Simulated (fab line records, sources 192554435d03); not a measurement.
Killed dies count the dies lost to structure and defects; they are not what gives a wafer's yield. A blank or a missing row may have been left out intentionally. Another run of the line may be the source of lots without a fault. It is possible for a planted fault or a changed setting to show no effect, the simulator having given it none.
Comparing a struck lot with a sound one -- flow n5-finfet -- 35 steps out of a route of 1938
Sound: the wafers L164.4, L164.5, L164.6. Struck: wafer L161.6 (L161.1, L161.3, from the same lot, were not struck and are left out); the cause is given at the end.
Per side, at each step with rows, come the tool, then ch with its chambers, and then its first start. Under that, the readings that differ: sound wafers -- struck wafers -- difference of the means -- sigmas: that difference in standard deviations of wafers without a fault.
alike: readings with means less than 2 such deviations apart, plus words and numbers identical on both sides. not compared: withheld readings, readings lacking a value on some wafer, bounds such as >300 that could conceal the same value, and numbers that have no deviation in the record and whose values overlap.
The two part at a step that has a row with sigmas, a row that says differs or no value, or rows on one side only. Numbers that don't overlap but have no deviation are shown without sigmas and don't part them. A reading missing from all wafers of one side parts the sides only when that side holds two or more wafers.

first, 11 steps without rows for these wafers: N5_BEOL_M12_DESCUM_33 (chemistry O2, time 7.9 s); N5_BEOL_M12_ETCH_67 (etches SiARC in CF4, target depth 143 nm, time 238.3 s); N5_BEOL_M12_ETCH_68 (etches SOC in N2/H2, time 285 s); N5_BEOL_M12_STRIP_69 (strips in N2/H2); N5_BEOL_M12_TRENCH_ETCH_34 (etches SiOC in C4F8/O2/Ar, target depth 318.95 nm, time 125.5 s); N5_BEOL_M12_STRIP_70 (strips in C4F8/O2/Ar); N5_BEOL_M12_STRIP_37 (strips in N2/H2); N5_BEOL_M12_ETCH_38 (etches SiCN in CF4/N2, target depth 68.7 nm, time 73.4 s); N5_BEOL_M12_PRECLEAN_39 (cleans in residue remover, time 60 s); N5_BEOL_M12_SRD_40 (time 30 s, dry time 30 s); N5_BEOL_M12_DEGAS_41 (time 60 s).
N5_BEOL_M12_PRE_CLEAN_42: time 30 s.
  sound on pvd-sputter-03, day 15 16:40; struck on pvd-sputter-02, day 15 09:34
reading,sound,struck,difference,sigmas
heater-power-w (W),364 295 313,392,+68,+2
then, 22 steps without rows for these wafers: N5_BEOL_M12_SPUTTER_43 (material TaN, target thk 15 nm, time 24.19 s); N5_BEOL_M12_SPUTTER_44 (material Ta, target thk 10 nm, time 16.13 s); N5_BEOL_M12_SPUTTER_45 (material Cu, target thk 80 nm, time 13.33 s); N5_BEOL_M12_ECD_47 (material Cu, target thk 720 nm); N5_BEOL_M12_ANNEAL_48 (time 90 s); N5_BEOL_M12_CMP_49 (polishes, stops on SiOC, t overpolish 20.6 s, target thk 320 nm); N5_BEOL_M12_PRE_CLEAN_52 (time 15 s); N5_BEOL_M12_DEP_53 (deposits SiCN from 3MS/NH3, target thk 30 nm, time 10.5 s); N5_BEOL_M13_ILD_DEP_00 (deposits SiOC from DEMS/O2, target thk 837.92 nm, time 166.4 s); N5_BEOL_M13_COAT_58 (time 60 s, resist thk 89 nm); N5_BEOL_M13_COAT_04 (resist thk 400 nm); N5_BEOL_M13_EBR_06; N5_BEOL_M13_SOFTBAKE_05 (time 60 s); N5_BEOL_M13_EXPOSE_07 (exposes mask V12); N5_BEOL_M13_PEB_08 (peb time 90 s); N5_BEOL_M13_DEVELOP_09 (develop time 45 s); N5_BEOL_M13_HARDBAKE_14 (time 120 s); N5_BEOL_M13_DESCUM_15 (chemistry O2, time 7.9 s); N5_BEOL_M13_ETCH_59 (etches BARC in N2/H2, target depth 89 nm, overetch 26.7 nm, time 67.9 s); N5_BEOL_M13_VIA_ETCH_16 (etches SiOC in C4F8/O2/Ar, target depth 921.7 nm); N5_BEOL_M13_STRIP_63 (strips in N2/H2); N5_BEOL_M13_STRIP_64 (strips in N2/H2).
N5_PASSIVATION_PROBE_49:
  rows exist in the record for the struck wafers here (prober-01, day 16 18:23), but not for the sound ones

WHERE THEY PART
First at N5_BEOL_M12_PRE_CLEAN_42; last, within this record, at N5_PASSIVATION_PROBE_49.

WHY: the cause the simulator had injected
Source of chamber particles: pvd-sputter-02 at N5_BEOL_M12_PRE_CLEAN_42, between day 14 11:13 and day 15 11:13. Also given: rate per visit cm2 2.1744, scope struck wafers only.
